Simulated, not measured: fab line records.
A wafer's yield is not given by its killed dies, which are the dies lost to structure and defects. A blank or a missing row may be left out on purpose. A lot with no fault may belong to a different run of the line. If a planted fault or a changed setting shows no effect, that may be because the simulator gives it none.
One fault through the eyes of 2 desks ; flow n5_finfet ; each desk has only its own numbers; what lay behind them comes last

## FOR THE TOOL OWNER'S DESK: rie_diel-02
The tool's own readings at N5_BEOL_M9_TRENCH_ETCH_37 (etches SiCOH lowk in C4F6/O2, target depth 151.43 nm, time 49 s): means of the sampled wafers that have a number, for each lot that ran on this tool. The brackets show how far a lot's mean lies from the usual mean; more than 4 standard deviations puts the lot out of limits, marked OUT.
Columns: A = O2_flow_sccm at N5_BEOL_M9_TRENCH_ETCH_37, usual 10.000 sccm; B = drypump_motor_current_A at N5_BEOL_M9_TRENCH_ETCH_37, usual 5.6 A; C = oes_o_777_au at N5_BEOL_M9_TRENCH_ETCH_37, usual 0.74 a.u.; D = oes_product_au at N5_BEOL_M9_TRENCH_ETCH_37, usual 0.74 a.u.; E = rf_vpp_V at N5_BEOL_M9_TRENCH_ETCH_37, usual 663 V; F = showerhead_plenum_p_Torr at N5_BEOL_M9_TRENCH_ETCH_37, usual 2.87 Torr; G = throttle_valve_pct at N5_BEOL_M9_TRENCH_ETCH_37, usual 21.09 %
lot;first seen here;A;B;C;D;E;F;G
L415;day 11 00:23;9.998;5.4;0.74;0.76;664;2.91;21.20
L416;day 11 10:36;10.005;5.9;0.78;0.79;663;2.76;21.20
L427;day 13 12:08;9.991;5.1;0.69;0.69;664;2.77;21.02
This desk's verdict: no lot among the 3 shows anything out of limits.

## AT THE METROLOGY DESK
Lot by lot, what the gauges showed, no matter which tool ran the lot: averages of those sampled wafers that carry a number. The brackets show how far a lot's mean lies from the usual mean; more than 4 standard deviations puts the lot out of limits, marked OUT. Readings shown: 7 out of 27 (the first out of limits, and those lying furthest out on some lot).
Columns: A = trench_depth_nm at N5_BEOL_M9_OCD_MEAS_38, usual 150.1 nm; B = M9_THK at N5_BEOL_M9_THK_MEAS_53, usual 140.9 nm; C = M9_RS at N5_BEOL_M9_RS_MEAS_57, usual 0.153 ohm/sq; D = SERP_M11 at N5_BEOL_M15_RC_MEAS_101, usual 3.12 ohm/um; E = SERP_M5 at N5_BEOL_M15_RC_MEAS_101, usual 38.8 ohm/um; F = SERP_M9 at N5_BEOL_M15_RC_MEAS_101, usual 3.10 ohm/um; G = SERP_M9_max_site at N5_BEOL_M15_RC_MEAS_101, usual 3.19 ohm/um
lot;first seen here;A;B;C;D;E;F;G
L415;day 11 00:34;149.1;140.1;0.153;3.19;39.3;3.05;3.09
L417;day 11 03:28;150.3;142.1;0.152;3.08;42.2;3.05;3.18
L416;day 11 10:46;152.1;145.6;0.149;3.11;39.4;3.00;3.09
L427;day 13 12:19;120.8 (-12) OUT;111.9 (-10) OUT;0.199 (+14) OUT;2.91;37.5;4.05 (+13) OUT;4.20 (+12) OUT
L432;day 14 21:20;155.7;146.5;0.146;3.19;38.3;3.01;3.07
L434;day 15 20:58;149.1;140.9;0.154;3.07;39.0;3.11;3.20
L435;day 15 22:13;150.8;142.5;0.151;3.11;40.2;3.08;3.16
This desk's finding: out of limits on L427; first on L427, day 13 12:19 (trench_depth_nm at N5_BEOL_M9_OCD_MEAS_38). Within limits: L415, L417, L416, L432, L434, L435.

## PUT TOGETHER
L427 would have let the metrology desk raise an alarm at day 13 12:19.
The tool owner's desk saw nothing out of limits.
On record at the tool owner's desk: L427, within its limits.
On rie_diel-02, each named lot ran N5_BEOL_M9_TRENCH_ETCH_37.

## WHAT THE SIMULATOR HAD INSERTED
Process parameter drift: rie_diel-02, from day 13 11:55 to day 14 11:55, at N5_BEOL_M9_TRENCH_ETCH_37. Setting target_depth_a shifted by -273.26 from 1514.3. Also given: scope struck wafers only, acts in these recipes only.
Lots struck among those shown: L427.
Hours from the fault's start to each desk's first reading out of limits: the metrology desk, 0.
